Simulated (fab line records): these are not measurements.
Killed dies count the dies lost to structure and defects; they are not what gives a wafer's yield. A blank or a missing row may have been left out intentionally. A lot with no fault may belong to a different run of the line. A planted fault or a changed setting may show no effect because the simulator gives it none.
fab line records	flow nand_harc
[record] lots = 6	wafers = 18	last_day = 33
route steps=1302 shown A_ZERO_WELL@403 A_SOURCE_PLATE@413
lots that met no fault: taken from a fault-free run of the same line
start_h: hours from the record's first day to the start of the lot's first wafer shown	wait_h: hours since the lot's step before	" the same as in the row above	L1.1+2: one row covering several wafers at once	- value missing, or start not given	* or withheld: withheld	< > ~ a bound
route shown NAME@n: names a module that has steps shown in the file, with the first one's number in the route	usual: average and standard deviation across the fault-free wafers	same: alike in all rows	chamber/n: place in a boat	sites: the reading at each site	_std_site: how widely they spread, as a standard deviation	_edge_site: inner sites' mean taken away from outer sites' mean	radius_mm: for every site, how far away it sits from the centre of the wafer	mask NAME#n: copy n	behind: tool/chamber where the wafer was last shaped	hold: what put the lot on hold/how long, in hours/how the hold closed	device: the transistor (n, p or np) that didn't switch	end of line: the tests these same wafers got at the end of their route	a step without rows: its recipe alone	killed: dies that structure and defects cost at the first sort, which is not the same as the wafer's yield	map: shows each die of a wafer: x if killed, . if not, _ if none is there
set.NAME: the setting the step ran with; set.NAME@STEP: the setting that earlier step ran with	model.NAME: the simulator's own value behind a step, which no gauge read
lots at selected steps of the route; one table per step, one row per wafer
services: from which hour (start_h, from the record's first day; less than 0 if before it) a tool's chamber was out of use, for how many hours, and why
[[steps]]
[step NHARC_A_ZERO_WELL_DESCUM_12]
[recipe] time_s = 3	o2_flow_sccm = 200	ar_flow_sccm = 0	bias_power_w = 0	chemistry = O2
[usual] drypump_motor_current_A = 5.9/0.42	o2_flow_sccm = 200.0/0.68	oes_product_au = 0.994/0.011	rf_vpp_V = 57.7/0.96	showerhead_plenum_p_Torr = 1.91/0.085	throttle_valve_pct = 11.312/0.0084
lot.wafer	tool	chamber	start_h	wait_h	drypump_motor_current_A	o2_flow_sccm	oes_product_au	rf_hours_counter_h	rf_vpp_V	showerhead_plenum_p_Torr	throttle_valve_pct
L774.3	rie_diel-07	3	200.13	-	6.4	200.1	0.990	2	58.2	2.03	11.312
L774.1	"	0	"	"	6.3	199.8	0.989	2	57.6	1.89	11.312
L774.6	"	3	"	"	6.3	199.4	1.000	-	57.7	2.03	11.305
L775.1	rie_diel-07	2	208.60	-	5.7	200.1	0.993	3	57.3	1.86	11.316
L775.2	"	3	"	"	6.4	200.4	0.998	2	57.9	2.03	11.315
L775.5	"	2	"	"	5.7	198.3	0.994	-	57.1	1.86	11.300
L783.2	rie_diel-07	3	284.26	-	6.4	201.0	0.993	4	58.4	2.03	11.321
L783.3	"	0	"	"	6.3	199.4	0.974	4	56.2	1.89	11.303
L783.5	"	2	"	"	5.7	200.5	0.995	-	57.9	1.86	11.317
L784.2	rie_diel-10	3	299.63	-	6.1	199.0	0.999	14	58.3	1.92	11.310
L784.4	"	0	"	"	6.1	201.4	0.998	13	56.9	1.79	11.315
L784.5	"	3	"	"	6.1	199.4	0.985	-	57.4	1.92	11.298
L789.4	rie_diel-07	1	346.51	-	5.2	200.7	0.991	1	57.4	1.95	11.316
L789.1	"	0	"	"	6.3	199.4	0.987	1	55.8	1.89	11.315
L789.5	"	2	"	"	5.7	200.6	0.997	-	58.2	1.86	11.307
L791.2	rie_diel-12	3	375.66	-	5.4	199.3	1.009	18	57.7	2.01	11.317
L791.4	"	2	"	"	5.9	201.3	1.009	-	56.7	1.78	11.310
L791.5	"	1	"	"	6.0	200.6	1.001	-	56.4	1.78	11.311
[step NHARC_A_ZERO_WELL_ETCH_19]
[recipe] target_depth_a = 800	overetch_a = 240	time_s = 87.88	ion_energy_ev = 200	n2_flow_sccm = 150	h2_flow_sccm = 150	ar_flow_sccm = 0	rf_w = 400	bias_w = 150	chemistry = N2/H2
[usual] drypump_motor_current_A = 5.9/0.43	oes_product_au = 0.995/0.011	rf_vpp_V = 430.5/2.7	showerhead_plenum_p_Torr = 2.04/0.095	throttle_valve_pct = 14.170/0.0085
lot.wafer	tool	chamber	start_h	wait_h	drypump_motor_current_A	oes_product_au	rf_hours_counter_h	rf_vpp_V	showerhead_plenum_p_Torr	throttle_valve_pct
L774.3	rie_diel-07	2	200.24	0.1	5.7	1.002	2	430.4	1.98	14.160
L774.1	"	3	"	"	6.4	1.002	2	435.0	2.17	14.161
L774.6	"	0	"	"	6.3	0.995	-	430.2	2.01	14.166
L775.1	rie_diel-07	1	208.68	0.1	5.2	1.001	2	432.8	2.09	14.167
L775.2	"	3	"	"	6.4	0.989	2	434.8	2.17	14.175
L775.5	"	1	"	"	5.2	1.004	-	431.1	2.08	14.169
L783.2	rie_diel-07	3	284.34	0.1	6.4	1.000	4	433.9	2.17	14.177
L783.3	"	1	"	"	5.2	1.016	4	432.6	2.08	14.174
L783.5	"	3	"	"	6.4	0.995	-	434.0	2.17	14.179
L784.2	rie_diel-10	3	299.73	0.1	6.1	0.991	14	430.4	2.05	14.176
L784.4	"	2	"	"	5.6	1.004	15	426.4	1.90	14.182
L784.5	"	0	"	"	6.1	1.003	-	427.6	1.91	14.169
L789.1	rie_diel-07	0	346.60	0.1	6.2	0.983	1	430.1	2.01	14.183
L789.4	"	1	"	"	5.2	0.994	1	430.8	2.08	14.169
L789.5	"	0	"	"	6.3	0.991	-	429.3	2.01	14.175
L791.2	rie_diel-12	2	375.75	0.1	5.9	1.000	17	425.9	1.90	14.165
L791.5	"	2	"	"	5.9	1.003	-	426.1	1.90	14.159
L791.4	"	3	"	"	5.4	1.012	-	433.6	2.15	14.178
[step NHARC_A_ZERO_WELL_ETCH_13]
[recipe] target_depth_a = 1200	time_s = 40.1	hbr_flow_sccm = 150	cl2_flow_sccm = 50	rf_w = 400	icp_w = 400	bias_w = 100	chemistry = HBr/Cl2
[usual] drypump_motor_current_A = 5.8/0.43	oes_product_au = 0.997/0.015	throttle_valve_pct = 26.406/0.0086
lot.wafer	tool	chamber	start_h	wait_h	drypump_motor_current_A	oes_product_au	rf_hours_counter_h	throttle_valve_pct
L774.1	rie_si-05	3	200.38	-	5.7	0.977	0.34	26.402
L774.3	"	0	"	"	5.2	0.990	0.45	26.385
L774.6	"	3	"	"	5.7	0.969	-	26.405
L775.2	rie_si-02	0	208.80	-	5.2	1.008	0.59	26.405
L775.1	"	3	"	"	6.7	1.029	0.55	26.405
L775.5	"	0	"	"	5.2	1.022	-	26.394
L783.2	rie_si-05	3	284.45	-	5.6	0.975	0.86	26.408
L783.3	"	0	"	"	5.2	0.977	0.98	26.407
L783.5	"	3	"	"	5.6	0.968	-	26.409
L784.4	rie_si-03	3	299.86	-	5.7	0.989	0.53	26.402
L784.2	"	1	"	"	5.9	0.997	0.49	26.401
L784.5	"	3	"	"	5.7	1.000	-	26.412
L789.1	rie_si-03	1	346.71	-	5.8	1.001	0.82	26.401
L789.4	"	3	"	"	5.7	0.992	0.85	26.404
L789.5	"	2	"	"	5.8	0.992	-	26.409
L791.2	rie_si-03	1	375.91	-	5.9	1.012	0.97	26.411
L791.4	"	2	"	"	5.8	0.998	0.97	26.405
L791.5	"	3	"	"	5.7	0.972	-	26.397
[step NHARC_A_ZERO_WELL_STRIP_14]
[recipe] time_s = 900	temp_c = 130	chemistry = SPM
[step NHARC_A_ZERO_WELL_IMPLANT_15]
[recipe] energy_kev = 150	dose_cm2 = 1e+13	tilt_deg = 7
[step NHARC_A_ZERO_WELL_PRECLEAN_22]
[recipe] time_s = 60	temp_c = 50	bath_age_min = 0	chemistry = SC1
[step NHARC_A_ZERO_WELL_SRD_23]
[step NHARC_A_ZERO_WELL_RTA_16]
[recipe] temp_c = 1000	time_s = 10
[usual] lamp_power_pct = 28.97/0.12	wafer_temp_C_max = 1003.7/0.92
lot.wafer	tool	chamber	start_h	wait_h	lamp_power_pct	wafer_temp_C_max
L774.1	rtp_anneal-02	0	201.27	-	28.93	1003.0
L774.3	"	0	"	"	28.82	1004.3
L774.6	"	0	"	"	28.90	1003.2
L775.1	rtp_anneal-01	0	209.71	-	29.14	1004.7
L775.2	"	0	"	"	29.16	1004.5
L775.5	"	0	"	"	29.18	1003.2
L783.2	rtp_anneal-01	0	285.38	-	29.16	1004.0
L783.3	"	0	"	"	29.16	1003.6
L783.5	"	0	"	"	29.12	1004.8
L784.2	rtp_anneal-01	0	300.77	-	29.13	1003.4
L784.4	"	0	"	"	29.12	1004.6
L784.5	"	0	"	"	29.10	1004.7
L789.1	rtp_anneal-02	0	347.65	0.1	28.93	1002.1
L789.4	"	0	"	"	28.90	1003.2
L789.5	"	0	"	"	28.92	1003.9
L791.2	rtp_anneal-02	0	376.81	-	28.91	1003.4
L791.4	"	0	"	"	28.95	1005.4
L791.5	"	0	"	"	28.86	1003.7
[step NHARC_A_ZERO_WELL_INSPECT_17]
[usual] raw_defect_count = 10/4.4
lot.wafer	tool	chamber	start_h	wait_h	raw_defect_count
L774.1	defect_inspect-02	-	201.46	0.2	6
L774.3	"	-	"	"	12
L774.6	"	-	"	"	14
L775.1	defect_inspect-02	-	209.91	0.2	11
L775.2	"	-	"	"	11
L775.5	"	-	"	"	14
L783.2	defect_inspect-01	-	285.55	0.1	19
L783.3	"	-	"	"	15
L783.5	"	-	"	"	8
L784.2	defect_inspect-02	-	300.94	0.1	8
L784.4	"	-	"	"	7
L784.5	"	-	"	"	6
L789.1	defect_inspect-02	-	347.86	0.2	9
L789.4	"	-	"	"	8
L789.5	"	-	"	"	12
L791.2	defect_inspect-02	-	376.98	0.1	14
L791.4	"	-	"	"	10
L791.5	"	-	"	"	14
[step NHARC_A_SOURCE_PLATE_PRECLEAN_00]
[recipe] time_s = 60	chemistry = HF-LAST
[step NHARC_A_SOURCE_PLATE_SRD_01]
[step NHARC_A_SOURCE_PLATE_OXIDE_02]
[recipe] target_thk_a = 100	temp_c = 900	ox_time_s = 1362	material = SiO2
[usual] ox_temp_c = 900.0/0.39	ox_time_s = 1362/0
lot.wafer	tool	chamber	start_h	wait_h	ox_temp_c	ox_time_s
L774.1	furnace-06	0	204.26	2.7	899.8	1362
L774.3	"	0	"	"	900.2	1362
L774.6	"	0	"	"	899.7	1362
L775.1	furnace-07	0	213.16	-	900.3	1362
L775.2	"	0	"	"	899.9	1362
L775.5	"	0	"	"	900.1	1362
L783.2	furnace-08	-	288.68	-	-	-
L783.3	"	-	"	"	-	-
L783.5	"	-	"	"	-	-
L784.2	furnace-06	-	307.55	-	-	-
L784.4	"	-	"	"	-	-
L784.5	"	-	"	"	-	-
L789.1	furnace-06	0	348.22	-	900.4	1362
L789.4	"	0	"	"	900.0	1362
L789.5	"	0	"	"	900.1	1362
L791.2	furnace-07	0	379.48	-	900.0	1362
L791.4	"	0	"	"	900.4	1362
L791.5	"	0	"	"	900.2	1362
[step NHARC_A_SOURCE_PLATE_PVD_04]
[recipe] target_thk_a = 500	material = WSi2
[[services]]
tool	chamber	start_h	hours	kind
rie_diel-07	1	193.51	11.3	repair
rie_diel-07	0	199.70	-	clean
rie_diel-07	2	199.70	-	clean
rie_diel-07	3	199.70	-	clean
rie_si-03	-	221.00	9.0	pm
rie_diel-07	0	224.20	-	clean
rie_diel-07	1	224.20	-	clean
rie_diel-07	2	224.20	-	clean
rie_diel-07	3	224.20	-	clean
rie_diel-10	-	244.86	9.0	pm
rie_diel-07	0	248.70	-	clean
rie_diel-12	-	268.40	9.0	pm
furnace-07	-	270.18	48.1	repair
rie_si-02	-	277.00	9.0	pm
rie_diel-10	2	287.13	5.5	repair
rie_diel-07	-	294.20	9.0	pm
rie_si-05	-	305.00	9.0	pm
rie_diel-07	3	319.29	3.6	repair
rie_diel-12	1	332.74	8.1	repair
rie_diel-10	1	362.18	7.1	repair
rie_si-03	-	370.65	1.7	repair
rie_diel-12	0	371.76	14.1	repair
rtp_anneal-01	-	372.00	12.0	pm
rie_si-02	0	376.65	1.8	repair
[[key]]
[first_sign] step = NHARC_A_SOURCE_PLATE_OXIDE_02	reading = tool_record	direction = missing
effect none on later readings
met_at NHARC_A_SOURCE_PLATE_OXIDE_02
struck_wafers L783.2,L783.3,L783.5,L784.2,L784.4,L784.5
later_rows_left_out L783.2,L783.3,L783.5,L784.2,L784.4,L784.5
sort_left_out L783.2,L783.3,L783.5,L784.2,L784.4,L784.5
tester_left_out L783,L784
onset_between 204.26 288.68
[fault] kind = skipped_step_whole	tool = furnace-06,furnace-08	chamber = -	onset_h = 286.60	steps = NHARC_A_SOURCE_PLATE_OXIDE_02	scope = struck_lots_only
// tester_left_out: of these lots the tester's yield and bins aren't shown, on N5 and GAA mostly nor the transistor test; their killed dies are dies lost to structure and defects alone, not to doping, threshold or leakage, so they don't give the yield
// sort_left_out: the simulated sort isn't trusted on such a fault, so these wafers' sort isn't shown, and their yield isn't known
// later_rows_left_out: the simulator's readings of these wafers behind a module that went badly wrong aren't trusted and aren't shown, but for the sort
